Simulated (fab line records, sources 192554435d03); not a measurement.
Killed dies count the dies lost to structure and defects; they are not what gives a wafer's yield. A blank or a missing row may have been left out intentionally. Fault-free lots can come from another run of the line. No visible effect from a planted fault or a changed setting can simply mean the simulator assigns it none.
Chamber matching -- flow n5-finfet -- rie-diel-04 running N5_BEOL_M13_ETCH_67: 4 sister chambers
The step etches SiARC in CF4, target depth 143 nm, time 238.3 s. 22 wafers are shown with their chamber, then 11 later ones without.

WAFERS WITH THEIR CHAMBER
wafer,chamber,drypump-motor-current-A (A),showerhead-plenum-p-Torr (Torr),throttle-valve-pct (%)
L078.3,1,5.5,2.14,15.93
L078.5,3,5.0,2.11,15.38
L078.6,0,6.2,2.13,15.76
L081.1,1,5.5,2.14,15.96
L081.2,2,6.5,2.28,15.17
L081.3,0,6.2,2.13,15.76
L081.4,1,5.5,2.14,15.95
L081.5,0,6.2,2.13,15.79
L081.6,2,6.5,2.28,15.16
L083.1,0,6.2,2.13,15.79
L083.2,2,6.5,2.28,15.19
L083.3,1,5.5,2.14,15.98
L083.4,0,6.2,2.13,15.80
L083.5,1,5.5,2.14,15.97
L083.6,2,6.5,2.28,15.17
L087.2,3,5.0,2.10,15.40
L087.3,2,6.5,2.28,15.20
L087.5,2,6.5,2.28,15.18
L088.1,1,5.6,2.13,16.00
L088.3,0,6.1,2.12,15.83
L088.5,0,6.2,2.12,15.82
L092.1,1,5.5,2.13,16.00

SIGNATURES, as means of the wafers listed above
reading,chamber 0,chamber 1,chamber 2,chamber 3,scatter within a chamber
drypump-motor-current-A,6.186,5.514,6.500,5.000,0.0309
showerhead-plenum-p-Torr,2.1271,2.1371,2.2800,2.1050,0.00432
throttle-valve-pct,15.7929,15.9700,15.1783,15.3900,0.0231
Rule: a wafer lies at a distance from a chamber equal to the root of the sum of squares, over the readings, of (its reading less the chamber's mean, divided by the reading's scatter). The wafer belongs to the nearest chamber; if the next one is less than 2 further off, it can't be placed. The scatter: the root of (the sum of the squares of (reading less its chamber's mean) over the shown wafers, divided by (wafers less chambers)).

WAFERS MISSING THEIR CHAMBER
wafer,drypump-motor-current-A (A),showerhead-plenum-p-Torr (Torr),throttle-valve-pct (%)
L092.2,6.2,2.12,15.81
L092.3,5.0,2.10,15.44
L094.2,5.0,2.10,15.44
L094.4,5.5,2.13,16.01
L094.5,5.0,2.10,15.44
L093.1,5.0,2.10,15.43
L093.4,6.5,2.27,15.23
L093.5,5.0,2.10,15.44
L096.2,5.0,2.10,15.45
L096.3,6.5,2.27,15.24
L096.6,5.5,2.13,16.01

EACH ONE'S CHAMBER
wafer,from the rows above,in truth
L092.2,0,0
L092.3,3,3
L094.2,3,3
L094.4,1,1
L094.5,3,3
L093.1,3,3
L093.4,2,2
L093.5,3,3
L096.2,3,3
L096.3,2,2
L096.6,1,1
Correctly placed: 11 of 11. Left unplaced by these rows: 0. Number placed wrongly: 0.
